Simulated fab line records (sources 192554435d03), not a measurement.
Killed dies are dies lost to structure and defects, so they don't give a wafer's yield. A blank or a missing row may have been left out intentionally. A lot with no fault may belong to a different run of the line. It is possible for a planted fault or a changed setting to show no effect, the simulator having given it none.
Lot-split experiment    flow n5_finfet    21 wafers read across 7 lots, on a route 1938 steps long

== THE SPLIT ITSELF ==
At N5_BEOL_M4_DESCUM_33 (chemistry O2, time 7 s), the setting time_s was moved away from the recipe's 7 s on 4 of the 21 wafers read, by -17.7% to +6.9%. The other wafers ran this setting at the recipe's value.

Split to reading: the file shows no intervening step.

== THE READING ==
CAR-EUV_of_BEOL_M4_COAT_22.thk_nm (the simulator's own value, which no gauge read), in nm, at N5_BEOL_M4_ETCH_77 (etches underlayer in N2/H2, target depth 6.5 nm, time 5.2 s). No usual value for it is given in the file. Across the 17 wafers here that went through the recipe, the average is 20.3 nm and the standard deviation 0.096 nm.

wafer   tool, chamber at the split  time_s as run, s  against the recipe  CAR-EUV_of_BEOL_M4_COAT_22.thk_nm, nm  against lot-mates on the recipe
L076.1  rie_diel-04, 2,1,1          7                 recipe              20.4                                   -
L076.5  rie_diel-04, 2,1,1          7                 recipe              20.4                                   -
L076.2  rie_diel-04, 2,1,1          7                 recipe              20.2                                   -
L077.2  rie_diel-04, 3              7                 recipe              20.2                                   -
L077.3  rie_diel-04, 2,1            6.392             -8.7%               20.6                                   +0.4
L077.4  rie_diel-04, 2,1            6.392             -8.7%               20.6                                   +0.4
L085.2  rie_diel-01, 3              7                 recipe              20.4                                   -
L085.3  rie_diel-01, 2,3            7                 recipe              20.4                                   -
L085.5  rie_diel-01, 2,3            7                 recipe              20.4                                   -
L089.1  rie_diel-03, 2              7.484             +6.9%               20.2                                   -0.2
L089.4  rie_diel-03, 3,2            7                 recipe              20.4                                   -
L089.5  rie_diel-03, 3,2            7                 recipe              20.4                                   -
L094.2  rie_diel-01, 2,0,3          7                 recipe              20.2                                   -
L094.4  rie_diel-01, 2,0,3          7                 recipe              20.2                                   -
L094.6  rie_diel-01, 2,0,3          7                 recipe              20.4                                   -
L096.2  rie_diel-04, 1,2            7                 recipe              20.4                                   -
L096.5  rie_diel-04, 1,2            7                 recipe              20.4                                   -
L096.6  rie_diel-04, 3              7                 recipe              20.4                                   -
L097.2  rie_diel-03, 3,1            7                 recipe              20.2                                   -
L097.5  rie_diel-03, 3,1            7                 recipe              20.2                                   -
L097.4  rie_diel-03, 0              5.76              -17.7%              20.8                                   +0.6
The file does not say which wafer passed through which chamber wherever a row lists several chambers: such a row stands for several wafers.

THE FIT
A straight line over all 21 wafers: CAR-EUV_of_BEOL_M4_COAT_22.thk_nm changes by -0.0269 nm for each +1% of time_s; r = -0.83; the points scatter about the line by 0.092 nm.
The same after taking each lot's own level away (the mean of its wafers on the recipe; 21 wafers): -0.0366 nm for each +1%; r = -0.95; scatter 0.061 nm.
Per that fit: largest time_s move, reading shift of 0.65 nm.
The span of the lots' own levels, 20.20 to 20.40 nm, comes to 2.1 times the standard deviation stated above.
So the lot-to-lot level changes the slope: the two fits differ.
Check: +0.743 nm against its lot-mates is what the line predicts for one of the wafers moved furthest among these (-17.7%) when that wafer is left out of the fit. It came out at +0.6 nm against them.

== THESE WAFERS: OTHER SPLITS ==
Before the reading, these wafers also passed through other splits. Each is held against what the fit with the lots' levels taken away leaves over:
other split on the same wafers         wafers away from the commonest value  r with CAR-EUV_of_BEOL_M4_COAT_22.thk_nm (lot level and that fit taken away)
N5_HKMG_FIN_CVD_62 temp_c              9                                     -0.01
N5_HKMG_FIN_ETCH_35 time_s             7                                     -0.02
N5_MOL_CONTACT_COAG_COAT_58 spin_rpm   8                                     +0.00
N5_MOL_CONTACT_COAG_ETCH_105 bias_w    8                                     +0.13
N5_MOL_CONTACT_COAG_ALD_27 ald_cycles  7                                     -0.35
N5_BEOL_M0_SAQP_ETCH_107 bias_w        3                                     -0.14
N5_BEOL_M0_DEP_125 time_s              7                                     -0.15
N5_BEOL_M1_PECVD_72 time_s             7                                     +0.31
N5_BEOL_M1_SPUTTER_79 time_s           9                                     +0.20
N5_BEOL_M2_EXPOSE_08 dose_mj           3                                     +0.12
N5_BEOL_M3_TRENCH_ETCH_37 bias_w       4                                     -0.15

== THE WHOLE CHAIN: every reading that the file lists as answering this split, in the file's order ==
step                  what it does                                                 reading                                                                             change (the file's fit)                 r (the file's)
N5_BEOL_M4_DESCUM_33  chemistry O2, time 7 s                                       CAR-EUV_of_BEOL_M4_COAT_22.thk_nm (the simulator's own value, which no gauge read)  -0.0435 nm for each +1% of the setting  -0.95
N5_BEOL_M4_ETCH_77    etches underlayer in N2/H2, target depth 6.5 nm, time 5.2 s  CAR-EUV_of_BEOL_M4_COAT_22.thk_nm (the simulator's own value, which no gauge read)  -0.0354 nm for each +1% of the setting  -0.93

== THE FILE'S OWN FIT ==
CAR-EUV_of_BEOL_M4_COAT_22.thk_nm changes by -0.0354 nm for each +1% of time_s, r = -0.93.
